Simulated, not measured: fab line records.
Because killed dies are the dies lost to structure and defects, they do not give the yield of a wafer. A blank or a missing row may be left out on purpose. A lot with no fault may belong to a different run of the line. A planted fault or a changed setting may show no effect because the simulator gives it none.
Matching of chambers    flow nand_harc    rie_diel-10 running NHARC_A_STAIRCASE_TRIM_220: 4 sister chambers
The step chemistry O2, time 211.2 s. 8 wafers are shown with their chamber, then 11 later ones without.

== WAFERS PAIRED WITH THEIR CHAMBERS ==
wafer   chamber  showerhead_plenum_p_Torr (Torr)  drypump_motor_current_A (A)
L077.5  2        3.33                             5.5
L082.1  0        3.39                             5.5
L082.3  2        3.32                             5.6
L082.5  0        3.39                             5.5
L084.2  3        3.35                             5.5
L084.4  1        3.55                             5.3
L084.6  1        3.55                             5.3
L086.1  3        3.35                             5.5

== WAFERS WITH NO CHAMBER GIVEN ==
wafer   showerhead_plenum_p_Torr (Torr)  drypump_motor_current_A (A)
L086.2  3.31                             5.5
L086.6  3.55                             5.3
L087.1  3.31                             5.6
L087.2  3.38                             5.5
L087.4  3.35                             5.5
L092.1  3.54                             5.3
L092.2  3.38                             5.5
L092.3  3.30                             5.5
L094.3  3.34                             5.4
L094.5  3.34                             5.4
L094.6  3.37                             5.5

== EACH ONE'S CHAMBER ==
wafer   from the rows above      in truth
L086.2  2                        2
L086.6  1                        1
L087.1  2                        2
L087.2  0                        0
L087.4  3                        3
L092.1  1                        1
L092.2  0                        0
L092.3  2                        2
L094.3  can't be placed: 3 or 2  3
L094.5  can't be placed: 3 or 2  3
L094.6  can't be placed: 0 or 3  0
8 of 11 placed correctly. Not placeable from these rows: 3 (in 3, the candidates include the true chamber). Wrongly placed: 0.
How it was worked out, from the rows above alone: a wafer's distance from a chamber is the root of the sum, over the readings, of the square of ((its reading less the chamber's mean) divided by the reading's scatter). If the next closest chamber is less than 2 further off than the closest, the wafer can't be placed; otherwise it belongs to the closest. The mean given for a chamber averages the wafers shown for that chamber. The scatter is the square root of a quotient: the sum, over the shown wafers, of each reading's squared deviation from its chamber's mean, divided by wafers minus chambers.
